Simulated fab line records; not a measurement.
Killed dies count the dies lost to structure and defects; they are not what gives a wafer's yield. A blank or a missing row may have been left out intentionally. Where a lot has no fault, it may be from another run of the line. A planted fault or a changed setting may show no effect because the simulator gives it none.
The same fault as seen by 2 desks -- flow n5_finfet -- each desk has only its own numbers; what lay behind them comes last

## FOR THE TOOL OWNER'S DESK: cmp-03
The tool's own readings at N5_BEOL_M4_CMP_52 (polishes, stops on SiOC, t overpolish 6.8 s, target thk 40 nm): means of the sampled wafers that have a number, for each lot that ran on this tool. A lot is out of limits, marked OUT, if its mean lies more than 4 standard deviations from the usual mean; the brackets give that distance.
Columns: A = barrier_field_endpoint_s at N5_BEOL_M4_CMP_52, usual 24.7 s; B = motor_current_A at N5_BEOL_M4_CMP_52, usual 6.0 A; C = overpolish_run_s at N5_BEOL_M4_CMP_52, usual 6.801 s; D = slurry_flow_ml_min at N5_BEOL_M4_CMP_52, usual 150.0; E = time_to_endpoint_s at N5_BEOL_M4_CMP_52, usual 63 s
lot,first seen here,A,B,C,D,E
L153,day 8 16:26,24.7,5.7,6.789,150.1,63
L157,day 9 05:50,24.7,5.6,6.801,150.1,64
L159,day 10 00:12,24.5,6.2,6.805,150.1,64
L161,day 10 08:07,24.0,6.1,6.806,150.6,61
L172,day 13 16:29,24.2,5.8,6.804,150.4,58
L174,day 13 23:05,24.7,5.4,6.794,150.9,60
Result from this desk: across the 6 lots, nothing is out of limits.

## THE DEFECT DESK
Inspection counts along the route, by lot: the mean over sampled wafers that carry a number. A lot is out of limits, marked OUT, if its mean lies more than 4 standard deviations from the usual mean; the brackets give that distance.
Columns: A = raw_defect_count at N5_BEOL_M4_INSPECT_59, usual 81; B = raw_defect_count at N5_BEOL_M5_INSPECT_13, usual 472; C = raw_defect_count at N5_BEOL_M5_INSPECT_30, usual 477
lot,first seen here,A,B,C
L153,day 8 17:16,85,656,731
L157,day 9 06:23,93,508,509
L159,day 10 00:47,306 (+8.3) OUT,814,821
L161,day 10 08:37,231 (+5.6) OUT,624,619
L165,day 11 15:47,86,536,536
L169,day 12 03:31,79,475,487
L168,day 12 13:42,118,675,633
L170,day 13 04:55,58,352,319
L172,day 13 17:20,101,539,589
L174,day 13 23:31,62,446,442
This desk's verdict: out of limits on L159, L161, starting with L159 at day 10 00:47 (raw_defect_count at N5_BEOL_M4_INSPECT_59). L153, L157, L165, L169, L168, L170, L172, L174 stayed within limits.

## ALL TOGETHER
The defect desk could have raised an alarm at day 10 00:47, on L159, L161.
The tool owner's desk saw nothing out of limits.
On record at the tool owner's desk: L159, L161, within its limits.
Of the lots named, all ran N5_BEOL_M4_CMP_52 on cmp-03.

## WHAT THE SIMULATOR HAD PUT IN
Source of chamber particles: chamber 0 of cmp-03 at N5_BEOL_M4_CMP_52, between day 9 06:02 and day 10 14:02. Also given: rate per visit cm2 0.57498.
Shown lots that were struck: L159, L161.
Hours from the fault's start to each desk's first reading out of limits: the defect desk, 19.
